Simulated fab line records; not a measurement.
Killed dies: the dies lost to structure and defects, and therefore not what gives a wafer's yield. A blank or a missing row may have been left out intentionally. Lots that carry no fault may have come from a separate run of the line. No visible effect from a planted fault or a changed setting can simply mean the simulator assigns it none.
Matching of chambers + flow n5_finfet + 4 sister chambers for N5_BEOL_M2_ETCH_74 on rie_diel-04
The step etches underlayer in N2/H2, target depth 6.5 nm, time 5.2 s. 20 wafers are shown with their chamber, then 10 later ones without.

EACH WAFER AND ITS CHAMBER
| wafer  | chamber | showerhead_plenum_p_Torr (Torr) | throttle_valve_pct (%) | oes_product_au (a.u.) |
|--------|---------|---------------------------------|------------------------|-----------------------|
| L077.2 | 3       | 2.46                            | 17.63                  | 0.69                  |
| L077.3 | 2       | 2.53                            | 18.16                  | 0.61                  |
| L077.5 | 2       | 2.53                            | 18.16                  | 0.60                  |
| L079.1 | 3       | 2.46                            | 17.64                  | 0.70                  |
| L079.4 | 3       | 2.46                            | 17.67                  | 0.69                  |
| L079.6 | 1       | 2.62                            | 17.65                  | 0.60                  |
| L080.4 | 2       | 2.52                            | 18.17                  | 0.60                  |
| L080.5 | 1       | 2.62                            | 17.69                  | 0.60                  |
| L080.6 | 3       | 2.45                            | 17.66                  | 0.69                  |
| L081.3 | 1       | 2.62                            | 17.66                  | 0.59                  |
| L081.4 | 1       | 2.62                            | 17.68                  | 0.59                  |
| L081.5 | 3       | 2.45                            | 17.65                  | 0.68                  |
| L082.1 | 3       | 2.45                            | 17.66                  | 0.67                  |
| L082.2 | 0       | 2.62                            | 17.63                  | 0.59                  |
| L082.6 | 1       | 2.62                            | 17.65                  | 0.60                  |
| L085.1 | 1       | 2.61                            | 17.69                  | 0.59                  |
| L085.5 | 0       | 2.62                            | 17.65                  | 0.59                  |
| L085.6 | 1       | 2.61                            | 17.70                  | 0.59                  |
| L092.2 | 3       | 2.44                            | 17.71                  | 0.65                  |
| L092.4 | 3       | 2.44                            | 17.70                  | 0.65                  |

SIGNATURES, as means of the wafers listed above
| reading                  | chamber 0 | chamber 1 | chamber 2 | chamber 3 | scatter within a chamber |
|--------------------------|-----------|-----------|-----------|-----------|--------------------------|
| showerhead_plenum_p_Torr | 2.6200    | 2.6171    | 2.5267    | 2.4512    | 0.0066                   |
| throttle_valve_pct       | 17.6400   | 17.6743   | 18.1633   | 17.6650   | 0.0227                   |
| oes_product_au           | 0.5900    | 0.5943    | 0.6033    | 0.6775    | 0.0132                   |
Rule: a wafer's distance from a chamber is the root of the sum, over the readings, of the square of ((its reading less the chamber's mean) divided by the reading's scatter). If the next closest chamber is less than 2 further off than the closest, the wafer can't be placed; otherwise it belongs to the closest. The scatter: take each reading less its chamber's mean, square it, sum over the shown wafers, divide by the number of wafers less the number of chambers, and take the root.

WAFERS WITH NO CHAMBER GIVEN
| wafer  | showerhead_plenum_p_Torr (Torr) | throttle_valve_pct (%) | oes_product_au (a.u.) |
|--------|---------------------------------|------------------------|-----------------------|
| L092.6 | 2.51                            | 18.23                  | 0.59                  |
| L094.1 | 2.61                            | 17.69                  | 0.57                  |
| L094.2 | 2.61                            | 17.32                  | 0.85                  |
| L094.6 | 2.51                            | 18.23                  | 0.58                  |
| L095.3 | 2.61                            | 17.68                  | 0.57                  |
| L095.5 | 2.44                            | 17.71                  | 0.65                  |
| L095.6 | 2.61                            | 17.31                  | 0.82                  |
| L096.1 | 2.61                            | 17.32                  | 0.80                  |
| L096.4 | 2.61                            | 17.34                  | 0.82                  |
| L096.6 | 2.61                            | 17.70                  | 0.57                  |

EACH ONE'S CHAMBER
| wafer  | from the rows above     | in truth |
|--------|-------------------------|----------|
| L092.6 | 2                       | 2        |
| L094.1 | can't be placed: 1 or 0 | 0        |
| L094.2 | can't be placed: 0 or 1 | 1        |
| L094.6 | 2                       | 2        |
| L095.3 | can't be placed: 1 or 0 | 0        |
| L095.5 | 3                       | 3        |
| L095.6 | can't be placed: 0 or 1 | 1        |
| L096.1 | can't be placed: 0 or 1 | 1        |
| L096.4 | can't be placed: 0 or 1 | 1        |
| L096.6 | can't be placed: 1 or 0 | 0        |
3 of 10 placed correctly. These rows do not allow placing 7 (true chamber among the candidates in 7). Wrongly placed: 0.
